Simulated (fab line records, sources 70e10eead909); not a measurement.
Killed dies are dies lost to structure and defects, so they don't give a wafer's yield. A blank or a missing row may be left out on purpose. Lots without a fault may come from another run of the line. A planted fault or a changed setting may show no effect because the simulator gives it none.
A struck lot beside a sound one | flow nand_harc | 14 steps out of a route of 1159
Sound: wafers L668.4, L668.5, L668.6. Struck: wafer L675.2. (L675.3, L675.4 of the same lot were not struck and are left out.) The cause comes at the end.
At each step with rows: each side's tool, then ch and its chambers, then its first start. Under that, the readings that differ: sound wafers | struck wafers | difference of the means | sigmas: that difference in standard deviations of wafers without a fault.
alike: readings whose means differ by less than 2 such deviations, and words and numbers that are the same on both sides. not compared: withheld readings, readings that some wafer has no value for, bounds like >300 that may hide the same value, and numbers for which the record gives no deviation and whose values overlap.
The two part at a step that has a row with sigmas, a row that says differs or no value, or rows on one side only. Numbers that don't overlap but have no deviation are shown without sigmas and don't part them. A reading that every wafer of one side lacks parts them only if that side has two wafers or more.

first, 7 steps without rows for these wafers: NHARC_A_CONTACT_COAT_35 (time 65 s); NHARC_A_CONTACT_COAT_36 (resist thk 90 nm); NHARC_A_CONTACT_SOFTBAKE_37 (time 55 s); NHARC_A_CONTACT_EBR_38; NHARC_A_CONTACT_EXPOSE_39 (exposes mask A CC 3); NHARC_A_CONTACT_PEB_40 (peb time 65 s); NHARC_A_CONTACT_DEVELOP_41 (develop time 35 s).
NHARC_A_CONTACT_CD_MEAS_42: target cd 200 nm.
  sound on cd_sem-01 ch 0, day 16 17:47; struck on cd_sem-02 ch 0, day 18 18:01
  alike: cd_nm
NHARC_A_CONTACT_OVL_MEAS_43:
  sound on overlay-02, day 16 17:52; struck on overlay-01, day 18 18:06
  reading           | sound         | struck | difference | sigmas
  overlay_y_nm (nm) | 0.0 -0.1 -0.1 | 1.8    | +1.9       | +2
  alike: overlay_x_nm
NHARC_A_CONTACT_INSPECT_44:
  sound on defect_inspect-01, day 16 17:53; struck on defect_inspect-02, day 18 18:08
  reading          | sound | struck | difference | sigmas
  raw_defect_count | 7 7 3 | 30     | +24        | +2
NHARC_A_CONTACT_DESCUM_47: chemistry O2, time 3 s.
  sound on rie_diel-02 ch 0,2,3, day 16 17:59; struck on rie_diel-02 ch 3, day 18 18:12
  reading               | sound             | struck | difference | sigmas
  oes_product_au (a.u.) | 1.023 0.996 1.003 | 0.987  | -0.020     | -2
  alike: chamber_pressure_mTorr, drypump_motor_current_A, mfc_ar_sccm, rf_vpp_V, showerhead_plenum_p_Torr, throttle_valve_pct
  not compared: rf_hours_counter_h
NHARC_A_CONTACT_ETCH_48: etches the open film in CF4, target depth 39 nm, time 65 s.
  sound on rie_diel-02 ch 2,3, day 16 18:02; struck on rie_diel-02 ch 1, day 18 18:17
  alike: chamber_pressure_mTorr, drypump_motor_current_A, mfc_ar_sccm, oes_product_au, rf_fwd_power_W, rf_vpp_V, run_length_s, showerhead_plenum_p_Torr, throttle_valve_pct
  not compared: rf_hours_counter_h
NHARC_A_CONTACT_ETCH_49: etches the open film in N2/H2, target depth 260 nm, time 475.3 s.
  sound on rie_diel-02 ch 0,1,2, day 16 18:12; struck on rie_diel-02 ch 0, day 18 18:25
  reading               | sound             | struck | difference | sigmas
  oes_product_au (a.u.) | 1.017 0.999 1.004 | 0.986  | -0.021     | -2
  run_length_s (s)      | 496.6 495.7 496.2 | 418.6  | -77.6      | -99 or more
  alike: chamber_pressure_mTorr, drypump_motor_current_A, mfc_ar_sccm, rf_vpp_V, showerhead_plenum_p_Torr, throttle_valve_pct
  not compared: rf_fwd_power_W, rf_hours_counter_h
NHARC_A_CONTACT_ETCH_50: etches the open film in CF4/CHF3, target depth 84.7 nm, time 42.4 s.
  sound on rie_diel-02 ch 0,1,3; struck on rie_diel-02 ch 1
  reading                | sound                | struck | difference | sigmas
  throttle_valve_pct (%) | 16.795 16.802 16.815 | 16.785 | -0.019     | -2
  alike: chamber_pressure_mTorr, chf3_flow_sccm, drypump_motor_current_A, mfc_ar_sccm, oes_product_au, rf_fwd_power_W, rf_vpp_V, run_length_s, showerhead_plenum_p_Torr
  not compared: rf_hours_counter_h

WHERE THEY PART
First at NHARC_A_CONTACT_OVL_MEAS_43; last, within this record, at NHARC_A_CONTACT_ETCH_50.

WHY: what the simulator had put in
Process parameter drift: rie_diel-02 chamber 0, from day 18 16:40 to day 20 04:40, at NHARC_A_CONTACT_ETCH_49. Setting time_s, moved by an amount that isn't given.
